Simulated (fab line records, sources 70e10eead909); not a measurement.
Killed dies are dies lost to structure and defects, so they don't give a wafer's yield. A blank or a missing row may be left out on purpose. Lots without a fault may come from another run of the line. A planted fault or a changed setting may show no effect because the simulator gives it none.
fab line records | flow nand_harc
record lots=6 wafers=18 last_day=33
route steps=1302 shown A_SGD_CUT@894 END@1302
lots that met no fault: from a run of the same line without faults
start_h: hours from the record's first day to the start of the lot's first wafer shown | wait_h: hours since the lot's step before | " the same as in the row above | L1.1+2: a row that stands for several wafers | - no value, or no start given | * or withheld: withheld | < > ~ a bound
route shown NAME@n: a module of which the file shows steps, and the number in the route of the first | usual: mean/standard deviation of fault-free wafers | same: alike in all rows | chamber/n: place in a boat | sites: the reading at each site | _std_site: their standard deviation | _edge_site: outer sites' mean less inner sites' | radius_mm: how far each site lies from the wafer's centre | mask NAME#n: copy n | behind: the tool/chamber that last shaped the wafer | hold: why the lot was held/for how many hours/how that ended | device: the transistor (n, p or np) that didn't switch | end of line: the same wafers' tests at the end of the route | a step without rows: its recipe alone | killed: dies lost to structure and defects at the first sort, not the wafer's yield | map: a wafer's dies, x killed, . not, _ none there
set.NAME: the setting as run; set.NAME@STEP: as run at that earlier step | model.NAME: the simulator's own value behind a step, which no gauge read
lots at some steps of the route; a table a step, a row a wafer
services: from which hour (start_h, from the record's first day; less than 0 if before it) a tool's chamber was out of use, for how many hours, and why
## steps
# step NHARC_A_SGD_CUT_COAT_57
# recipe temp_c=225 time_s=65
# step NHARC_A_SGD_CUT_COAT_03
# recipe spin_rpm=1500 resist_thk_nm=90
# step NHARC_A_SGD_CUT_SOFTBAKE_04
# recipe temp_c=105 time_s=55
# step NHARC_A_SGD_CUT_EBR_05
# step NHARC_A_SGD_CUT_EXPOSE_06
# recipe na=1.35 dose_mj=85.59 mask_id=SGD
# step NHARC_A_SGD_CUT_PEB_07
# recipe peb_temp_c=100 peb_time_s=65
# step NHARC_A_SGD_CUT_DEVELOP_08
# recipe develop_time_s=35 dev_temp_c=23
# step NHARC_A_SGD_CUT_CD_MEAS_09
# recipe target_cd_nm=100 landing_energy_ev=500
# usual cd_nm=99.9/0.63
# columns lot.wafer tool chamber start_h wait_h cd_nm
L680.1 cd_sem-01 0 533.57 - 100.1
L680.4 " 0 " " 100.3
L680.5 " 0 " " 100.3
L684.2 cd_sem-02 0 572.12 - 99.2
L684.5 " 0 " " 99.7
L684.6 " 0 " " 100.2
L683.1 cd_sem-03 0 574.75 - 100.3
L683.2 " 0 " " 100.6
L683.5 " 0 " " 100.5
L686.1 cd_sem-01 0 576.25 - 100.3
L686.2 " 0 " " 101.0
L686.6 " 0 " " 100.6
L687.1 cd_sem-03 0 585.59 - 99.3
L687.2 " 0 " " 99.0
L687.3 " 0 " " 99.6
L693.2 cd_sem-03 0 662.79 - 100.4
L693.4 " 0 " " 100.6
L693.6 " 0 " " 100.6
# step NHARC_A_SGD_CUT_OVL_MEAS_10
# usual overlay_x_nm=0.1/0.89 overlay_y_nm=-0.1/0.72
# columns lot.wafer tool chamber start_h wait_h overlay_x_nm overlay_y_nm
L680.1 overlay-01 - 533.66 - -0.3 0.0
L680.4 " - " " -0.5 0.1
L680.5 " - " " -0.3 -0.5
L684.2 overlay-02 - 572.20 - -1.2 -0.5
L684.5 " - " " -1.1 -0.4
L684.6 " - " " -1.2 -0.5
L683.1 overlay-01 - 574.83 - -0.5 -1.4
L683.2 " - " " -0.5 -0.5
L683.5 " - " " -0.8 -1.8
L686.1 overlay-01 - 576.34 - -1.4 0.2
L686.2 " - " " -1.4 0.7
L686.6 " - " " -1.8 0.8
L687.1 overlay-01 - 585.68 - -1.1 0.7
L687.2 " - " " -0.9 1.1
L687.3 " - " " -0.8 1.1
L693.2 overlay-01 - 662.88 - -0.3 0.5
L693.4 " - " " -0.1 0.6
L693.6 " - " " -0.4 0.0
# step NHARC_A_SGD_CUT_INSPECT_11
# usual raw_defect_count=53/26
# columns lot.wafer tool chamber start_h wait_h raw_defect_count
L680.1 defect_inspect-02 - 533.70 0.0 80
L680.4 " - " " 72
L680.5 " - " " 70
L684.2 defect_inspect-01 - 572.26 0.1 47
L684.5 " - " " 57
L684.6 " - " " 57
L683.1 defect_inspect-02 - 574.87 0.0 92
L683.2 " - " " 73
L683.5 " - " " 79
L686.1 defect_inspect-02 - 576.38 0.0 54
L686.2 " - " " 53
L686.6 " - " " 63
L687.1 defect_inspect-02 - 585.72 0.0 70
L687.2 " - " " 88
L687.3 " - " " 72
L693.2 defect_inspect-02 - 662.91 0.0 7
L693.4 " - " " 12
L693.6 " - " " 7
# step NHARC_A_SGD_CUT_DESCUM_14
# recipe time_s=3 o2_flow_sccm=200 ar_flow_sccm=0 bias_power_w=0 chemistry=O2
# usual drypump_motor_current_A=5.7/0.5 oes_product_au=1.002/0.0093 rf_vpp_V=57.8/0.86 showerhead_plenum_p_Torr=1.91/0.081 throttle_valve_pct=11.312/0.0087
# same bias_power_w=0 time_s=3
# columns lot.wafer tool chamber start_h wait_h drypump_motor_current_A oes_product_au rf_hours_counter_h rf_vpp_V showerhead_plenum_p_Torr throttle_valve_pct
L680.4 rie_diel-12 2 533.76 0.1 5.2 0.990 7 57.7 1.98 11.313
L680.1 " 0 " " 6.3 0.998 7 57.6 1.86 11.320
L680.5 " 2 " " 5.3 0.998 - 57.3 1.98 11.318
L684.2 rie_diel-08 3 572.32 0.1 5.5 1.008 1 59.7 2.03 11.324
L684.5 " 3 " " 5.5 1.011 - 58.4 2.03 11.310
L684.6 " 0 " " 5.0 0.992 - 57.0 2.02 11.308
L683.1 rie_diel-03 1 574.94 0.1 5.7 1.006 8 57.2 1.89 11.324
L683.2 " 2 " " 5.6 1.017 6 58.9 2.03 11.322
L683.5 " 0 " " 6.7 1.006 - 56.2 1.84 11.310
L686.2 rie_diel-12 0 576.44 0.1 6.3 0.991 10 56.6 1.86 11.324
L686.1 " 3 " " 5.9 1.003 11 58.6 1.80 11.320
L686.6 " 3 " " 5.9 0.999 - 58.4 1.80 11.322
L687.1 rie_diel-08 1 585.79 0.1 5.8 1.004 2 59.1 1.82 11.307
L687.3 " 2 " " 4.8 1.006 2 57.3 1.86 11.324
L687.2 " 3 " " 5.5 1.024 2 57.9 2.03 11.314
L693.4 rie_diel-08 1 662.97 0.1 5.8 0.997 5 57.9 1.82 11.306
L693.2 " 0 " " 5.0 1.007 5 58.7 2.02 11.309
L693.6 " 1 " " 5.8 0.994 - 56.2 1.82 11.306
# step NHARC_A_SGD_CUT_ETCH_58
# recipe target_depth_a=390 over_etch_frac=0.3 time_s=65 ion_energy_ev=80 cf4_flow_sccm=150 ar_flow_sccm=0 rf_w=300 bias_w=100 chemistry=CF4
# usual bias_w=100.01/0.26 cf4_flow_sccm=150.0/0.47 drypump_motor_current_A=5.6/0.51 oes_product_au=1.001/0.0094 rf_vpp_V=151.0/1.2 showerhead_plenum_p_Torr=1.76/0.068 throttle_valve_pct=13.283/0.0089
# same time_s=65
# columns lot.wafer tool chamber start_h wait_h bias_w cf4_flow_sccm drypump_motor_current_A oes_product_au rf_hours_counter_h rf_vpp_V showerhead_plenum_p_Torr throttle_valve_pct
L680.4 rie_diel-12 0 533.85 0.1 100.28 149.8 6.3 0.977 7 150.8 1.73 13.281
L680.1 " 1 " " 99.65 150.4 5.7 1.012 7 150.0 1.73 13.290
L680.5 " 3 " " 100.22 151.0 5.9 0.991 - 149.7 1.67 13.288
L684.2 rie_diel-08 1 572.42 0.1 99.74 149.9 5.8 0.993 1 149.9 1.69 13.281
L684.5 " 2 " " 99.87 149.6 4.8 1.003 - 151.2 1.72 13.275
L684.6 " 3 " " 100.02 149.7 5.5 1.010 - 152.1 1.87 13.295
L683.1 rie_diel-03 3 575.02 0.1 99.61 149.5 5.3 0.990 8 151.1 1.76 13.292
L683.2 " 0 " " 99.91 150.2 6.7 0.985 8 150.9 1.71 13.295
L683.5 " 0 " " 100.40 149.4 6.7 0.985 - 150.5 1.71 13.295
L686.2 rie_diel-12 1 576.54 0.1 99.94 150.2 5.7 1.007 12 151.5 1.73 13.278
L686.1 " 0 " " 100.29 149.4 6.3 0.997 10 150.4 1.73 13.281
L686.6 " 0 " " 100.26 150.3 6.3 0.997 - 149.8 1.72 13.275
L687.1 rie_diel-08 2 585.86 0.1 100.51 149.7 4.8 0.997 2 150.7 1.72 13.284
L687.3 " 3 " " 100.07 151.0 5.4 1.005 2 151.6 1.87 13.284
L687.2 " 0 " " 99.50 149.9 5.0 0.992 2 152.2 1.86 13.285
L693.2 rie_diel-08 1 663.07 0.1 99.85 149.7 5.7 0.999 5 150.2 1.69 13.298
L693.4 " 2 " " 100.52 149.4 4.8 0.979 5 150.7 1.72 13.287
L693.6 " 0 " " 100.02 149.9 5.0 1.002 - 151.5 1.86 13.296
# step NHARC_A_SGD_CUT_ETCH_59
# recipe target_depth_a=2600 over_etch_frac=0.25 time_s=406.25 ion_energy_ev=200 n2_flow_sccm=150 h2_flow_sccm=150 ar_flow_sccm=0 rf_w=400 bias_w=150 chemistry=N2/H2
# usual bias_w=150.1/0.48 chamber_pressure_mTorr=29.998/0.028 drypump_motor_current_A=5.7/0.52 h2_flow_sccm=150.1/0.44 oes_product_au=1.000/0.0093 rf_vpp_V=430.2/2.5 showerhead_plenum_p_Torr=2.03/0.086 throttle_valve_pct=14.171/0.0093 time_s=406.25/0
# columns lot.wafer tool chamber start_h wait_h bias_w chamber_pressure_mTorr drypump_motor_current_A h2_flow_sccm oes_product_au rf_hours_counter_h rf_vpp_V showerhead_plenum_p_Torr throttle_valve_pct time_s
L680.1 rie_diel-12 2 533.93 - 150.7 29.977 5.3 150.5 0.996 7 432.8 2.11 14.168 406.25
L680.4 " 1 " " 149.9 30.034 5.6 150.6 1.007 7 429.2 2.00 14.172 406.25
L680.5 " 3 " " 149.8 29.992 5.9 149.5 0.976 - 427.3 1.92 14.176 406.25
L684.2 rie_diel-08 1 572.52 - 150.4 29.924 5.8 150.1 1.003 1 428.0 1.93 14.193 406.25
L684.5 " 0 " " 150.0 30.097 5.0 149.5 0.997 - 432.9 2.15 14.166 406.25
L684.6 " 1 " " 150.1 29.962 5.8 150.2 1.000 - 427.4 1.93 14.170 406.25
L683.1 rie_diel-03 1 575.11 - - - - - - - - - - -
L683.2 " 2 " " - - - - - - - - - -
L683.5 " 2 " " - - - - - - - - - -
L686.1 rie_diel-12 0 576.64 - - - - - - - - - - -
L686.2 " 3 " " - - - - - - - - - -
L686.6 " 0 " " - - - - - - - - - -
L687.2 rie_diel-08 3 585.96 - 150.2 29.982 5.5 150.4 1.009 2 433.8 2.17 14.181 406.25
L687.1 " 1 " " 150.1 30.014 5.8 149.7 1.001 2 426.7 1.93 14.185 406.25
L687.3 " 2 " " 149.9 30.015 4.8 150.7 0.989 2 428.5 1.98 14.172 406.25
L693.4 rie_diel-08 1 663.18 - 149.9 30.048 5.8 149.7 1.003 5 427.6 1.93 14.182 406.25
L693.2 " 3 " " 150.2 29.969 5.4 150.6 1.005 5 432.8 2.16 14.155 406.25
L693.6 " 1 " " 149.3 29.992 5.8 150.0 0.983 - 426.8 1.93 14.161 406.25
# step NHARC_A_SGD_CUT_ETCH_15
# recipe target_depth_a=750 time_s=64.3 ch3f_flow_sccm=50 o2_flow_sccm=30 ar_flow_sccm=200 rf_w=500 bias_w=100 chemistry=CH3F/O2
# usual bias_w=100.03/0.27 ch3f_flow_sccm=50.03/0.16 drypump_motor_current_A=5.7/0.49 oes_product_au=0.963/0.017 rf_vpp_V=263.8/1.6 showerhead_plenum_p_Torr=2.46/0.1 throttle_valve_pct=20.665/0.0092
# same time_s=64.3
# columns lot.wafer tool chamber start_h wait_h bias_w ch3f_flow_sccm drypump_motor_current_A oes_product_au rf_hours_counter_h rf_vpp_V showerhead_plenum_p_Torr throttle_valve_pct
L680.1 rie_diel-12 1 - - 100.24 50.13 5.7 0.976 7 263.0 2.41 20.652
L680.4 " 2 " " 100.19 50.13 5.3 0.959 7 264.5 2.53 20.665
L680.5 " 1 " " 99.96 49.89 5.7 0.979 - 262.1 2.41 20.659
L684.2 rie_diel-08 1 - - 99.97 49.86 5.8 0.969 2 261.8 2.34 20.671
L684.6 " 0 " " 99.95 49.97 5.0 0.949 - 265.1 2.59 20.673
L684.5 " 1 " " 99.70 49.66 5.8 0.972 - 262.7 2.34 20.654
L683.2 rie_diel-03 3 - - 100.32 49.90 5.3 0.975 8 264.2 2.44 20.673
L683.1 " 1 " " 100.21 50.37 5.7 0.958 8 262.6 2.43 20.659
L683.5 " 2 " " 99.72 50.02 5.5 0.980 - 266.7 2.61 20.651
L686.1 rie_diel-12 1 - - 99.50 50.17 5.7 0.967 12 263.9 2.41 20.660
L686.2 " 3 " " 99.85 50.09 6.0 0.949 11 261.7 2.32 20.650
L686.6 " 1 " " 99.58 49.84 5.7 0.972 - 263.3 2.41 20.659
L687.2 rie_diel-08 0 - - 100.13 50.11 5.0 0.946 2 265.3 2.59 20.665
L687.3 " 1 " " 99.83 50.12 5.7 0.961 2 262.6 2.34 20.656
L687.1 " 2 " " 99.87 49.86 4.8 0.976 2 261.9 2.39 20.664
L693.4 rie_diel-08 2 - - 99.77 49.99 4.8 0.949 5 265.0 2.39 20.664
L693.2 " 0 " " 100.82 50.20 5.0 0.971 5 267.1 2.58 20.667
L693.6 " 3 " " 99.77 50.01 5.5 0.984 - 265.3 2.60 20.660
# step NHARC_END_SORT_01
# recipe temp_c=25
# usual killed_at_array=54/18 killed_at_other=0.9/1.2 killed_at_periphery=4.4/2.9 killed_dies=59/18 killed_open=3.2/1.8 killed_short=2.6/1.8
# same gross_dies=677
# columns lot.wafer tool chamber start_h wait_h killed_at_array killed_at_other killed_at_periphery killed_dies killed_open killed_short
L683.1 prober-01 0 712.55 2.5 674 0 3 677 4 1
L683.2 prober-01 0 713.36 2.8 675 1 1 677 2 8
L683.5 prober-01 0 715.79 3.7 674 1 2 677 2 0
L686.1 prober-01 0 728.25 2.5 673 1 3 677 1 2
L686.2 prober-01 0 729.07 2.8 670 0 7 677 4 6
L686.6 prober-01 0 732.36 4.1 673 0 4 677 3 4
# killed by level:class
L683.1 A_SGD_CUT:area_etch=617 A_CHANNEL_HOLE_D2:chamber_film_flake=22 A_CHANNEL_HOLE_D1:chamber_film_flake=21 A_STAIRCASE:chamber_film_flake=4 A_CONTACT:chamber_film_flake=2 P_M0:geometric_particle:open=1 A_CHANNEL_HOLE_D2:geometric_particle:open=1 A_CHANNEL_FILL_D2:geometric_particle:short=1
L683.2 A_SGD_CUT:area_etch=619 A_CHANNEL_HOLE_D2:chamber_film_flake=20 A_CHANNEL_HOLE_D1:chamber_film_flake=15 A_CHANNEL_FILL_D1:chamber_film_flake=3 A_STAIRCASE:chamber_film_flake=3 A_ONON_D1:geometric_particle:short=2 A_WL_FILL:geometric_particle:short=2 A_CONTACT:chamber_film_flake=2
L683.5 A_SGD_CUT:area_etch=623 A_CHANNEL_HOLE_D2:chamber_film_flake=25 A_CHANNEL_HOLE_D1:chamber_film_flake=16 A_STAIRCASE:chamber_film_flake=3 A_CHANNEL_FILL_D1:chamber_film_flake=2 A_CONTACT:chamber_film_flake=2 P_GATE:geometric_particle:open=1 A_BLC:geometric_particle:open=1
L686.1 A_SGD_CUT:area_etch=615 A_SLIT:chamber_film_flake=32 A_CHANNEL_HOLE_D1:chamber_film_flake=23 P_BONDPAD:chamber_film_flake=2 A_ONON_D1:geometric_particle:short=1 A_CHANNEL_FILL_D2:geometric_particle:open=1 A_WL_FILL:geometric_particle:short=1 P_GATE:chamber_film_flake=1
L686.2 A_SGD_CUT:area_etch=597 A_SLIT:chamber_film_flake=34 A_CHANNEL_HOLE_D1:chamber_film_flake=30 P_CONTACT:geometric_particle:short=2 A_ONON_D1:geometric_particle:short=2 P_GATE:chamber_film_flake=2 A_CONTACT:chamber_film_flake=2 P_M0:geometric_particle:short=1
L686.6 A_SGD_CUT:area_etch=609 A_SLIT:chamber_film_flake=31 A_CHANNEL_HOLE_D1:chamber_film_flake=21 A_CHANNEL_FILL_D1:geometric_particle:short=2 P_GATE:chamber_film_flake=2 A_ZERO_WELL:chamber_film_flake=2 A_CONTACT:chamber_film_flake=2 P_STI:geometric_particle:short=1
# map L683.1 (x killed, . not)
____________x____________
_________xxxxxxx_________
_______xxxxxxxxxxx_______
______xxxxxxxxxxxxx______
_____xxxxxxxxxxxxxxx_____
____xxxxxxxxxxxxxxxxx____
____xxxxxxxxxxxxxxxxx____
___xxxxxxxxxxxxxxxxxxx___
___xxxxxxxxxxxxxxxxxxx___
__xxxxxxxxxxxxxxxxxxxxx__
__xxxxxxxxxxxxxxxxxxxxx__
_xxxxxxxxxxxxxxxxxxxxxxx_
_xxxxxxxxxxxxxxxxxxxxxxx_
_xxxxxxxxxxxxxxxxxxxxxxx_
_xxxxxxxxxxxxxxxxxxxxxxx_
_xxxxxxxxxxxxxxxxxxxxxxx_
xxxxxxxxxxxxxxxxxxxxxxxxx
xxxxxxxxxxxxxxxxxxxxxxxxx
xxxxxxxxxxxxxxxxxxxxxxxxx
xxxxxxxxxxxxxxxxxxxxxxxxx
xxxxxxxxxxxxxxxxxxxxxxxxx
_xxxxxxxxxxxxxxxxxxxxxxx_
_xxxxxxxxxxxxxxxxxxxxxxx_
_xxxxxxxxxxxxxxxxxxxxxxx_
_xxxxxxxxxxxxxxxxxxxxxxx_
_xxxxxxxxxxxxxxxxxxxxxxx_
__xxxxxxxxxxxxxxxxxxxxx__
__xxxxxxxxxxxxxxxxxxxxx__
___xxxxxxxxxxxxxxxxxxx___
___xxxxxxxxxxxxxxxxxxx___
____xxxxxxxxxxxxxxxxx____
____xxxxxxxxxxxxxxxxx____
_____xxxxxxxxxxxxxxx_____
______xxxxxxxxxxxxx______
_______xxxxxxxxxxx_______
_________xxxxxxx_________
____________x____________
# map L686.1 (x killed, . not)
____________x____________
_________xxxxxxx_________
_______xxxxxxxxxxx_______
______xxxxxxxxxxxxx______
_____xxxxxxxxxxxxxxx_____
____xxxxxxxxxxxxxxxxx____
____xxxxxxxxxxxxxxxxx____
___xxxxxxxxxxxxxxxxxxx___
___xxxxxxxxxxxxxxxxxxx___
__xxxxxxxxxxxxxxxxxxxxx__
__xxxxxxxxxxxxxxxxxxxxx__
_xxxxxxxxxxxxxxxxxxxxxxx_
_xxxxxxxxxxxxxxxxxxxxxxx_
_xxxxxxxxxxxxxxxxxxxxxxx_
_xxxxxxxxxxxxxxxxxxxxxxx_
_xxxxxxxxxxxxxxxxxxxxxxx_
xxxxxxxxxxxxxxxxxxxxxxxxx
xxxxxxxxxxxxxxxxxxxxxxxxx
xxxxxxxxxxxxxxxxxxxxxxxxx
xxxxxxxxxxxxxxxxxxxxxxxxx
xxxxxxxxxxxxxxxxxxxxxxxxx
_xxxxxxxxxxxxxxxxxxxxxxx_
_xxxxxxxxxxxxxxxxxxxxxxx_
_xxxxxxxxxxxxxxxxxxxxxxx_
_xxxxxxxxxxxxxxxxxxxxxxx_
_xxxxxxxxxxxxxxxxxxxxxxx_
__xxxxxxxxxxxxxxxxxxxxx__
__xxxxxxxxxxxxxxxxxxxxx__
___xxxxxxxxxxxxxxxxxxx___
___xxxxxxxxxxxxxxxxxxx___
____xxxxxxxxxxxxxxxxx____
____xxxxxxxxxxxxxxxxx____
_____xxxxxxxxxxxxxxx_____
______xxxxxxxxxxxxx______
_______xxxxxxxxxxx_______
_________xxxxxxx_________
____________x____________
## services
# columns tool chamber start_h hours kind
rie_diel-08 0 523.92 - clean
rie_diel-08 1 523.92 - clean
rie_diel-08 2 523.92 - clean
rie_diel-08 3 523.92 - clean
rie_diel-08 - 528.91 1.9 repair
rie_diel-08 - 544.92 9.0 pm
rie_diel-08 0 544.92 9.0 vent_cycle
rie_diel-08 1 544.92 9.0 vent_cycle
rie_diel-08 2 544.92 9.0 vent_cycle
rie_diel-08 3 544.92 9.0 vent_cycle
rie_diel-08 0 553.92 - clean
rie_diel-08 1 553.92 - clean
rie_diel-08 2 553.92 - clean
rie_diel-08 3 553.92 - clean
rie_diel-12 0 559.28 11.6 repair
rie_diel-08 - 570.08 0.6 repair
rie_diel-12 2 570.09 10.9 repair
rie_diel-08 0 578.42 - clean
rie_diel-08 1 578.42 - clean
rie_diel-08 2 578.42 - clean
rie_diel-03 1 614.52 8.6 repair
rie_diel-03 0 621.13 13.1 repair
rie_diel-12 - 623.15 9.0 pm
rie_diel-03 - 635.32 9.0 pm
## key
first_sign step=NHARC_A_SGD_CUT_ETCH_59 reading=tool_record direction=missing
effect step=NHARC_END_SORT_01 reading=killed_at_array direction=up sigmas=34 usual=54 struck=673
more_kills_born_at NHARC_A_SGD_CUT_ETCH_59@rie_diel-03=1859 NHARC_A_SGD_CUT_ETCH_59@rie_diel-12=1821
met_at NHARC_A_SGD_CUT_ETCH_59
struck_wafers L683.1,L683.2,L683.5,L686.1,L686.2,L686.6
later_rows_left_out L683.1,L683.2,L683.5,L686.1,L686.2,L686.6
tester_left_out L683,L686
onset_between 533.93 575.11
fault kind=skipped_step_whole tool=rie_diel-03,rie_diel-12 chamber=- onset_h=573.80 steps=NHARC_A_SGD_CUT_ETCH_59 scope=struck_lots_only
# tester_left_out: of these lots the tester's yield and bins aren't shown, on N5 and GAA mostly nor the transistor test; their killed dies are dies lost to structure and defects alone, not to doping, threshold or leakage, so they don't give the yield
# later_rows_left_out: the simulator's readings of these wafers behind a module that went badly wrong aren't trusted and aren't shown, but for the sort
